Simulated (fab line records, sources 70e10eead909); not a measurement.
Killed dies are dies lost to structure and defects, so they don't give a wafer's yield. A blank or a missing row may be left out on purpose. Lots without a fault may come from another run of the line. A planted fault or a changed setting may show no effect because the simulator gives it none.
Chamber matching | flow nand_harc | NHARC_A_STAIRCASE_DESCUM_270 on rie_diel-01: 4 sister chambers
The step chemistry O2, time 3 s. 4 wafers are shown with their chamber, then 7 later ones without.

WAFERS WITH THEIR CHAMBER
wafer  | chamber | drypump_motor_current_A (A)
L090.3 | 1       | 6.0
L090.6 | 2       | 5.4
L093.1 | 0       | 5.1
L093.3 | 3       | 4.9

WAFERS WITHOUT THEIR CHAMBER
wafer  | drypump_motor_current_A (A)
L093.6 | 6.0
L092.1 | 6.0
L092.3 | 5.0
L092.6 | 5.1
L096.2 | 6.0
L096.4 | 5.1
L096.6 | 5.1

WHICH CHAMBER EACH WENT THROUGH
wafer  | from the rows above     | in truth
L093.6 | 1                       | 1
L092.1 | 1                       | 1
L092.3 | can't be placed: 0 or 3 | 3
L092.6 | 0                       | 0
L096.2 | 1                       | 1
L096.4 | 0                       | 0
L096.6 | 0                       | 0
Placed correctly: 6 of 7. Can't be placed from these rows: 1 (the true chamber is among the candidates in 1). Placed wrongly: 0.
How it was worked out, from the rows above alone: a wafer's distance from a chamber is the root of the sum, over the readings, of the square of ((its reading less the chamber's mean) divided by the reading's scatter). The wafer belongs to the nearest chamber; if the next one is less than 2 further off, it can't be placed. A chamber's mean is the mean of its shown wafers. The scatter: with one shown wafer a chamber, the root of the mean of the squares of how far each hidden wafer lies from its nearest shown one.
